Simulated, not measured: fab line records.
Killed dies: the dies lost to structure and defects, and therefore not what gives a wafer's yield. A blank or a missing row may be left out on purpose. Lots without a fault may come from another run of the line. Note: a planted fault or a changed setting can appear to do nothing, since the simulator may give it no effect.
Problem report in the 8D (eight disciplines) form, filled by code || flow n5 finfet || the parts of the form that need people (team, actions taken, sign-off) are left out

## 1. PROBLEM STATEMENT
COMB_M1 at N5_BEOL_M4_RC_MEAS_101 reads a mean of 1.3e-10 S/m on 2 wafers of 2 lots; wafers without a fault read 5.8e-11 S/m with a standard deviation of 1.2e-11. Measured from the usual mean, that is +6.0 standard deviations.
Seen first at day 12 00:23 on prober-02, wafer L561.2. At this step, 23 wafers from 8 lots have a number in the record. By rule, "out" or "out of limits" means more than 4 standard deviations away from the usual mean. Any other wafer with a number is counted as sound.

## 2. WHAT IT IS, WHAT IT ISN'T
{"question": "which readings at this step", "is": "COMB_M1, CHAIN_V0, CHAIN_V0_max_site", "is not": "DIBL_N, DIBL_P, IOFF_N, IOFF_P, ION_N, ION_P, SS_N, SS_P, VT_N, VT_P"}
{"question": "which lots", "is": "L561, L563", "is not": "L550, L554, L555, L560, L565, L567"}
{"question": "which wafers of those lots", "is": "L561.2, L563.1", "is not": "L561.4, L561.5, L563.4, L563.6"}
{"question": "read on which gauges", "is": "prober-02", "is not": "prober-01"}
{"question": "when", "is": "from day 12 00:23", "is not": "up to then (13 sound wafers); but 8 sound wafers of L563, L565, L567 came after"}
{"question": "where on the wafer (9 sites)", "is": "sites 3, 4, 5, 7 (+1.0e-10 S/m)", "is not": "the other 5 sites"}

## 3. WHAT RULES OUT EACH SUSPECT
Counting: any tool at a process step up to the reading remains a suspect provided it ran every lot that is out. Sound lots after the first of them don't rule it out here, since some wafers of a struck lot are sound.
- the gauge at N5_BEOL_M4_RC_MEAS_101: kept. All the wafers that are out were read on prober-02, and no step on other tools shows them out.
- ald metal-04 at N5_BEOL_M1_ALD_84 (deposits TaN, pulse time 2 s, purge time 3 s, co reactant purge time 2 s): kept. It processed each lot that is out (first: L561, day 10 13:46); up to then, its last sound lot is L555 (day 9 05:58).
Remaining after the count are ald metal-04 at N5_BEOL_M1_ALD_84 and prober-02 at N5_BEOL_M4_RC_MEAS_101.

## 4. THE CAUSE (what the simulator had put in)
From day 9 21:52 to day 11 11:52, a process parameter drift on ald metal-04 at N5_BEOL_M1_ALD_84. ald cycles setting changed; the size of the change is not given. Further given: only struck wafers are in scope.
2 suspects survive the count, and this tool is in that group.

## 5. THE EFFECT CHAIN, in route order
Each row: a reading where the mean over the struck wafers with a number is more than 3 standard deviations away from the usual. Only readings for which the record gives a usual standard deviation are gone through. hours: the time from each lot's start at the first step in this table that gives one to its start at this step, as a median over the lots. sigmas: the change in usual standard deviations.
{"hours": 0, "step": "N5_BEOL_M4_RC_MEAS_101", "reading": "CHAIN_V0", "usual": "233 ohm/link", "on struck wafers": 189, "change": -44, "sigmas": -5.2}
{"hours": 0, "step": "N5_BEOL_M4_RC_MEAS_101", "reading": "CHAIN_V0_max_site", "usual": "243 ohm/link", "on struck wafers": 198, "change": -45, "sigmas": -4.5}
{"hours": 0, "step": "N5_BEOL_M4_RC_MEAS_101", "reading": "COMB_M1", "usual": "5.8e-11 S/m", "on struck wafers": 1.3e-10, "change": "+7.1e-11", "sigmas": "+6.0"}
{"hours": 0, "step": "N5_BEOL_M4_RC_MEAS_101", "reading": "COMB_M1_max_site", "usual": "8.4e-11 S/m", "on struck wafers": 1.9e-10, "change": "+1.0e-10", "sigmas": "+5.5"}
{"hours": 108, "step": "N5_PASSIVATION_PROBE_49", "reading": "defect limited yield", "usual": "91.0 %", "on struck wafers": 85.0, "change": -6.0, "sigmas": -4.3}
{"hours": 108, "step": "N5_PASSIVATION_PROBE_49", "reading": "killed_at_M0_to_M3", "usual": 35, "on struck wafers": 98, "change": "+64", "sigmas": "+6.3"}
{"hours": 108, "step": "N5_PASSIVATION_PROBE_49", "reading": "killed dies", "usual": 107, "on struck wafers": 176, "change": "+70", "sigmas": "+4.1"}
{"hours": 108, "step": "N5_PASSIVATION_PROBE_49", "reading": "sort_bin_4_leakage", "usual": "0.00 %", "on struck wafers": 5.46, "change": "+5.46", "sigmas": "+99 or more"}
{"hours": 108, "step": "N5_PASSIVATION_PROBE_49", "reading": "sort n pass", "usual": 1073, "on struck wafers": 1004, "change": -70, "sigmas": -4.1}
{"hours": 108, "step": "N5_PASSIVATION_PROBE_49", "reading": "sort yield pct", "usual": "90.9 %", "on struck wafers": 85.0, "change": -5.9, "sigmas": -4.2}
The process steps in it:
- N5_PASSIVATION_PROBE_49

## 6. HOW IT WOULD HAVE BEEN CAUGHT EARLIER
Counted from the fault's start at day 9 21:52, it took 51 hours until the first out-of-limits reading at a measuring or inspecting step in this record, taken at day 12 00:23.
Tool readings at N5_BEOL_M1_ALD_84 with a usual standard deviation given in the record: none out on any struck wafer, hence no alarm at a limit of 4 standard deviations on them.
By day 12 00:23 the whole set of lots that are out, 2 in number, had already begun N5_BEOL_M1_ALD_84 on ald metal-04. Tool hold at that time: it would have spared none of them.
